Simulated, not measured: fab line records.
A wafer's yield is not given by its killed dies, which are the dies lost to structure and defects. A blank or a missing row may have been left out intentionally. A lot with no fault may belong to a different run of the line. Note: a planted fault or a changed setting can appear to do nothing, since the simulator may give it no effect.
A struck lot beside a sound one	flow nandHarc	14 steps out of a route of 1159
Sound: the wafers L324.1, L324.4, L324.6. Struck: wafer L336.1. (L336.4, L336.6 of the same lot were not struck and are left out.) The cause comes at the end.
At each step with rows: each side's tool, then ch and its chambers, then its first start. Under that, the readings that differ: sound wafers	struck wafers	difference of the means	sigmas: that difference in standard deviations of wafers without a fault.
alike: readings with means less than 2 such deviations apart, plus words and numbers identical on both sides. not compared: withheld readings, readings lacking a value on some wafer, bounds such as >300 that could conceal the same value, and numbers that have no deviation in the record and whose values overlap.
The two part at a step that has a row with sigmas, a row that says differs or no value, or rows on one side only. When numbers do not overlap yet have no deviation, they are printed without sigmas and do not part them. Lack of a reading on every wafer of one side parts them only where that side has two or more wafers.

first, 1 step without rows for these wafers: NHARC_A_WL_FILL_ANNEAL_08 (time 1800 s).
NHARC_A_WL_FILL_ALD_10: deposits SiO2, target thk 50 nm, pulse time 10 s, ald cycles 500.
  sound on aldHk-02 ch 0,1, day 15 10:52; struck on aldHk-01 ch 3, day 19 11:49
  alike: heaterPowerW, precursorPulseHeightRel
  not compared: aldCycles, sinceWetCleanH
NHARC_A_WL_FILL_ETCHBACK_16: etches the open film in C4F8/O2/Ar, target depth 88 nm, time 17.6 s.
  sound on rieDiel-13 ch 1,3; struck on rieDiel-13 ch 1
  alike: oesProductAu, rfVppV
  not compared: rfHoursCounterH
NHARC_A_WL_FILL_STRIP_29: strips in O2, time 20 s.
  sound on rieDiel-13 ch 0,2, day 15 15:33; struck on rieDiel-13 ch 3, day 19 15:02
  alike: drypumpMotorCurrentA, oesProductAu, rfVppV, showerheadPlenumPTorr, throttleValvePct
  not compared: rfHoursCounterH
NHARC_A_WL_FILL_ETCHBACK_17: etches the open film in Cl2/BCl3, target depth 4 nm, time 26.7 s.
  sound on rieMetal-01 ch 0,1, day 15 15:39; struck on rieMetal-02 ch 1, day 19 15:08
reading	sound	struck	difference	sigmas
drypumpMotorCurrentA (A)	5.87 6.02 5.90	5.43	-0.50	-2
  alike: oesProductAu
  not compared: rfHoursCounterH
then, 3 steps without rows for these wafers: NHARC_A_WL_FILL_PRECLEAN_18 (cleans in dHF, time 30 s); NHARC_A_WL_FILL_SRD_21; NHARC_A_WL_FILL_CVD_23 (deposits poly-Si, target thk 40 nm, time 800 s).
NHARC_A_WL_FILL_ETCHBACK_26: etches the open film in HBr, target depth 52 nm, time 13.3 s.
  sound on rieSi-01 ch 0,2, day 15 20:45; struck on rieSi-04 ch 0, day 19 20:04
  alike: drypumpMotorCurrentA, oesProductAu, throttleValvePct
  not compared: rfHoursCounterH
then, 2 steps without rows for these wafers: NHARC_A_WL_FILL_PRECLEAN_30 (cleans in dHF, time 10 s); NHARC_A_WL_FILL_SRD_14.
NHARC_A_WL_FILL_ALD_19: deposits TiN, target thk 2 nm, pulse time 3 s, ald cycles 100.
  sound on aldMetal-01 ch 0,1,2, day 15 21:03; struck on aldMetal-02 ch 1, day 19 20:21
reading	sound	struck	difference	sigmas
aldCycles	100 100 100	47	-53	
  alike: heaterPowerW, precursorPulseHeightRel
  not compared: sinceWetCleanH
then, 1 step without rows for these wafers: NHARC_A_WL_FILL_CVD_20 (deposits W, target thk 75 nm, time 5064 s).
-- record jumps: 3 days between struck wafers' starts before vs after; left off in module A_WL_FILL, resumes in module END, first step shown is number 1159 of the route --
NHARC_END_SORT_01:
  here the record holds rows for the struck wafers (prober-01 ch 0, day 23 06:13) but none for the sound ones

== WHERE THEY PART ==
First at NHARC_A_WL_FILL_ETCHBACK_17; last, within this record, at NHARC_END_SORT_01.

WHY: whatever the simulator had introduced
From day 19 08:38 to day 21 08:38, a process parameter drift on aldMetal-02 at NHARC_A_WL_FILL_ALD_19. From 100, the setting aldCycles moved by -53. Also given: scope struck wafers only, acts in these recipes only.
